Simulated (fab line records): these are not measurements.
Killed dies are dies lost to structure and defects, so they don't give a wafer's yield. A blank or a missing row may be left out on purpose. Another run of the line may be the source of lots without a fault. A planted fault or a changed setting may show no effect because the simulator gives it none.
Lot-split experiment    flow n5_finfet    on a route of 1938 steps: 7 lots, 21 wafers read

## ABOUT THE SPLIT
At N5_BEOL_M14_ILD_DEP_00 (deposits SiO2 from TEOS/O2, target thk 1119.3 nm, time 237.4 s), the setting time_s was moved away from the recipe's 237.4 s on 7 of the 21 wafers read, by -11.7% to +14.1%. This setting was run at the recipe's value on the other wafers.

No step appears in the file between the split and the reading.

## THE READING
M14_ILD_THK in nanometres, read at N5_BEOL_M14_THK_MEAS_01. Fault-free wafers of this fab line usually give 1120 nm, standard deviation 17 nm.

wafer   tool, chamber at the split  time_s as run, s  against the recipe  M14_ILD_THK, nm  against lot-mates on the recipe
L076.1  pecvd-03, 1                 237.4             recipe              1109             -
L076.2  pecvd-03, 0                 237.4             recipe              1118             -
L076.6  pecvd-03, 0                 237.4             recipe              1127             -
L078.1  pecvd-03, 1                 270.9             +14.1%              1262             +148
L078.4  pecvd-03, 0                 270.9             +14.1%              1288             +174
L078.5  pecvd-03, 2                 237.4             recipe              1114             -
L081.3  pecvd-03, 2                 237.4             recipe              1098             -
L081.4  pecvd-03, 1                 209.6             -11.7%              1011             -87
L081.6  pecvd-03, 2                 209.6             -11.7%              992              -106
L085.2  pecvd-03, 0                 237.4             recipe              1129             -
L085.5  pecvd-03, 0                 237.4             recipe              1148             -
L085.6  pecvd-03, 1                 237.4             recipe              1125             -
L084.1  pecvd-03, 0                 237.4             recipe              1121             -
L084.4  pecvd-03, 2                 237.4             recipe              1119             -
L084.6  pecvd-03, 0                 237.4             recipe              1146             -
L088.1  pecvd-03, 1                 247.2             +4.1%               1154             +26
L088.5  pecvd-03, 1                 237.4             recipe              1128             -
L088.6  pecvd-03, 0                 247.2             +4.1%               1188             +60
L090.1  pecvd-01, 0                 237.4             recipe              1101             -
L090.2  pecvd-01, 2                 237.4             recipe              1106             -
L090.5  pecvd-01, 2                 259.6             +9.4%               1233             +130

FIT RESULTS
A straight line over all 21 wafers: M14_ILD_THK changes by +10.8 nm for each +1% of time_s; r = +0.98; the points scatter about the line by 15 nm.
The same after taking each lot's own level away (the mean of its wafers on the recipe; 21 wafers): +10.4 nm for each +1%; r = +0.98; scatter 15 nm.
That fit puts the effect of the largest move of time_s on the reading at 1.5e+02 nm.
Across the lots, their own levels run from 1098.0 to 1134.0 nm, a range of 2.1 times the standard deviation given above.
Consequently the slope shifts little with the lot-to-lot level, the two slopes agreeing.
Check: for one of the wafers moved furthest among these (+14.1%), held out of the fit, the line's prediction against its lot-mates is +153 nm. It came out at +148 nm against them.

## ADDITIONAL SPLITS CARRIED BY THESE WAFERS
Other splits were also applied to these wafers ahead of the reading. Each is held against what the fit with the lots' levels taken away leaves over:
other split on the same wafers    wafers away from the commonest value  r with M14_ILD_THK (lot level and that fit taken away)
N5_BEOL_M7_DESCUM_33 time_s       11                                    +0.00
N5_BEOL_M9_ETCH_66 bias_w         5                                     +0.03
N5_BEOL_M9_TRENCH_ETCH_37 time_s  9                                     -0.21
N5_BEOL_M11_VIA_ETCH_34 time_s    10                                    -0.33
N5_BEOL_M11_ETCH_41 time_s        5                                     -0.26

## THE WHOLE CHAIN: every reading that the file lists as answering this split, in the file's order
step                     what it does                                                    reading                                                                              change (the file's fit)               r (the file's)
N5_BEOL_M14_ILD_DEP_00   deposits SiO2 from TEOS/O2, target thk 1119.3 nm, time 237.4 s  SiO2_of_BEOL_M14_ILD_DEP_00.thk_nm (the simulator's own value, which no gauge read)  +10.9 nm for each +1% of the setting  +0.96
N5_BEOL_M14_THK_MEAS_01                                                                  M14_ILD_THK                                                                          +10.9 for each +1% of the setting     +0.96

## FILE'S OWN FIT
M14_ILD_THK changes by +10.9 nm for each +1% of time_s, r = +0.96.
